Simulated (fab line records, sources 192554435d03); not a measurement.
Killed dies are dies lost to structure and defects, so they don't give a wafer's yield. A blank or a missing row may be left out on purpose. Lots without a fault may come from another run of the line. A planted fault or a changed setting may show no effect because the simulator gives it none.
Which tool did it? | flow n5_finfet | 12 lots, 36 wafers sampled, at 4 steps of a route of 1938

WHAT THE GAUGES READ, wafer by wafer
N5_BEOL_M14_CD_MEAS_10: target cd 250 nm.
lot  | measured     | on        | cd_nm (nm)
L569 | day 11 09:49 | cd_sem-03 | 249.7 251.3 250.4
L572 | day 12 13:38 | cd_sem-03 | 251.3 249.4 250.1
L573 | day 12 19:16 | cd_sem-02 | 249.0 249.5 251.0
L575 | day 12 23:29 | cd_sem-03 | 251.1 250.2 250.0
L576 | day 13 18:26 | cd_sem-01 | 251.2 250.8 249.3
L578 | day 14 11:55 | cd_sem-03 | 252.0 250.9 250.2
L583 | day 15 05:40 | cd_sem-01 | 248.7 249.3 249.3
L584 | day 15 09:14 | cd_sem-03 | 249.0 249.1 250.7
L585 | day 15 22:49 | cd_sem-02 | 250.4 250.9 250.2
L587 | day 16 03:01 | cd_sem-01 | 250.6 250.3 249.3
L588 | day 16 04:05 | cd_sem-03 | 250.9 251.8 251.1
L589 | day 16 23:35 | cd_sem-01 | 249.7 250.7 250.7

WHICH TOOL RAN EACH LOT (tool, then ch and the chambers of the sampled wafers, then the start)
lot  | N5_BEOL_M13_SPUTTER_45       | N5_BEOL_M13_ANNEAL_48            | N5_BEOL_M14_COAT_58
L569 | pvd_sputter-03, day 11 08:16 | rtp_anneal-02 ch 0, day 11 08:35 | litho_track-01 ch 0, day 11 09:32
L572 | pvd_sputter-01, day 12 10:46 | rtp_anneal-02 ch 0, day 12 11:02 | litho_track-05 ch 0, day 12 12:10
L573 | pvd_sputter-02, day 12 17:02 | rtp_anneal-02 ch 0, day 12 18:02 | litho_track-01 ch 0, day 12 18:59
L575 | pvd_sputter-03, day 12 21:48 | rtp_anneal-02 ch 0, day 12 22:07 | litho_track-05 ch 0, day 12 23:05
L576 | pvd_sputter-03, day 13 16:52 | rtp_anneal-01 ch 0, day 13 17:11 | litho_track-01 ch 0, day 13 18:10
L578 | pvd_sputter-01, day 14 10:19 | rtp_anneal-01 ch 0, day 14 10:43 | litho_track-05 ch 0, day 14 11:38
L583 | pvd_sputter-03, day 15 04:05 | rtp_anneal-02 ch 0, day 15 04:23 | litho_track-05 ch 0, day 15 05:23
L584 | pvd_sputter-01, day 15 07:17 | rtp_anneal-02 ch 0, day 15 07:56 | litho_track-05 ch 0, day 15 08:50
L585 | pvd_sputter-02, day 15 20:49 | rtp_anneal-01 ch 0, day 15 21:26 | litho_track-05 ch 0, day 15 22:25
L587 | pvd_sputter-02, day 16 01:17 | rtp_anneal-01 ch 0, day 16 01:39 | litho_track-02 ch 0, day 16 02:37
L588 | pvd_sputter-02, day 16 01:36 | rtp_anneal-01 ch 0, day 16 02:41 | litho_track-01 ch 0, day 16 03:41
L589 | pvd_sputter-02, day 16 21:49 | rtp_anneal-02 ch 0, day 16 22:15 | litho_track-01 ch 0, day 16 23:19
- N5_BEOL_M13_SPUTTER_45: material Cu, target thk 80 nm, time 13.33 s.
- N5_BEOL_M13_ANNEAL_48: time 90 s.
- N5_BEOL_M14_COAT_58: time 60 s, resist thk 89 nm.

WHAT THE TOOLS THEMSELVES READ (means of the sampled wafers that have a number; where no wafer has one, the mark that the record gives instead)
N5_BEOL_M13_SPUTTER_45.
lot  | tool           | chamber_pressure_pa (Pa) | substrate_temp_c (C) | susceptor_temp_C (C) | throttle_valve_pct (%)
L569 | pvd_sputter-03 | 0.12982                  | -20.01               | -19.91               | 31.0
L572 | pvd_sputter-01 | 0.12991                  | -20.03               | -19.96               | 29.2
L573 | pvd_sputter-02 | 0.13010                  | -20.01               | -20.02               | 30.2
L575 | pvd_sputter-03 | 0.13008                  | -20.03               | -19.89               | 30.2
L576 | pvd_sputter-03 | 0.13007                  | -19.86               | -20.03               | 30.2
L578 | pvd_sputter-01 | 0.13000                  | -20.07               | -20.04               | 29.0
L583 | pvd_sputter-03 | 0.13009                  | -19.99               | -20.10               | 31.0
L584 | pvd_sputter-01 | 0.12976                  | -20.07               | -20.03               | 29.2
L585 | pvd_sputter-02 | 0.13002                  | -19.96               | -20.04               | 30.0
L587 | pvd_sputter-02 | 0.12996                  | -20.01               | -19.92               | 30.3
L588 | pvd_sputter-02 | 0.12999                  | -20.03               | -19.95               | 30.4
L589 | pvd_sputter-02 | 0.13003                  | -20.12               | -20.13               | 29.8

N5_BEOL_M13_ANNEAL_48.
lot  | tool          | wafer_temp_C_max
L569 | rtp_anneal-02 | 225.95
L572 | rtp_anneal-02 | 226.07
L573 | rtp_anneal-02 | 225.88
L575 | rtp_anneal-02 | 225.80
L576 | rtp_anneal-01 | 225.52
L578 | rtp_anneal-01 | 225.41
L583 | rtp_anneal-02 | 225.94
L584 | rtp_anneal-02 | 225.91
L585 | rtp_anneal-01 | 225.54
L587 | rtp_anneal-01 | 225.60
L588 | rtp_anneal-01 | 225.75
L589 | rtp_anneal-02 | 225.90

N5_BEOL_M14_COAT_58.
lot  | tool           | dispense_pressure_kPa (kPa) | spin_speed_rpm (rpm)
L569 | litho_track-01 | 50.2                        | 1500.2
L572 | litho_track-05 | 54.7                        | 1501.0
L573 | litho_track-01 | 50.2                        | 1499.4
L575 | litho_track-05 | 54.7                        | 1500.0
L576 | litho_track-01 | 50.2                        | 1500.8
L578 | litho_track-05 | 54.7                        | 1498.5
L583 | litho_track-05 | 54.7                        | 1365.0
L584 | litho_track-05 | 54.7                        | 1365.6
L585 | litho_track-05 | 54.7                        | 1365.9
L587 | litho_track-02 | 52.6                        | 1501.4
L588 | litho_track-01 | 50.3                        | 1500.5
L589 | litho_track-01 | 50.3                        | 1499.5

THE ANSWER, worked out from the rows above alone
Rule: what is usual is taken from the lots themselves. Put in order of their means at a reading, lots are off if they are a third of the lots or fewer, leave a main group of 4 or more, and stand apart from it by a gap of 3 or more times the standard deviation of the main group's means; of several such gaps the widest counts. A main group whose means are all the same, to the digits that the tables above print for the reading, isn't used. A lot without any number at a reading at which 4 lots or more have one is off too. The other lots that the step has rows for count as sound. The gauges are gone through in route order, then the tools' own readings, and for those a lot's mean is taken as printed above. The first step at which some lot is off is used, and at that step the reading that is off furthest; a lot without a number counts as furthest.
Off: L583, L584, L585, at N5_BEOL_M14_COAT_58 (spin_speed_rpm). The main group: mean 1500.1 rpm, standard deviation 0.85.
A tool fits if, at that step or a process step before it, it ran every lot that is off, and no sound lot after the first of them. One fits: litho_track-05 at N5_BEOL_M14_COAT_58. Its last sound lot is L578 (day 14 11:38), its first lot that is off L583 (day 15 05:23): a fault that began between those two fits.
The tool's own readings at N5_BEOL_M14_COAT_58 bear it out: on the lots that are off they differ by more than 5 times the standard deviation of the sound lots' means. spin_speed_rpm reads 1365.5 rpm there against 1500.1 rpm on the sound lots.

WHAT THE SIMULATOR HAD PUT IN
Process parameter drift: litho_track-05, from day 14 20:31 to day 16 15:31, at N5_BEOL_M14_COAT_58. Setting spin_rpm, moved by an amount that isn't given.
Lots struck among those shown: L583, L584, L585. The rule above found the same.
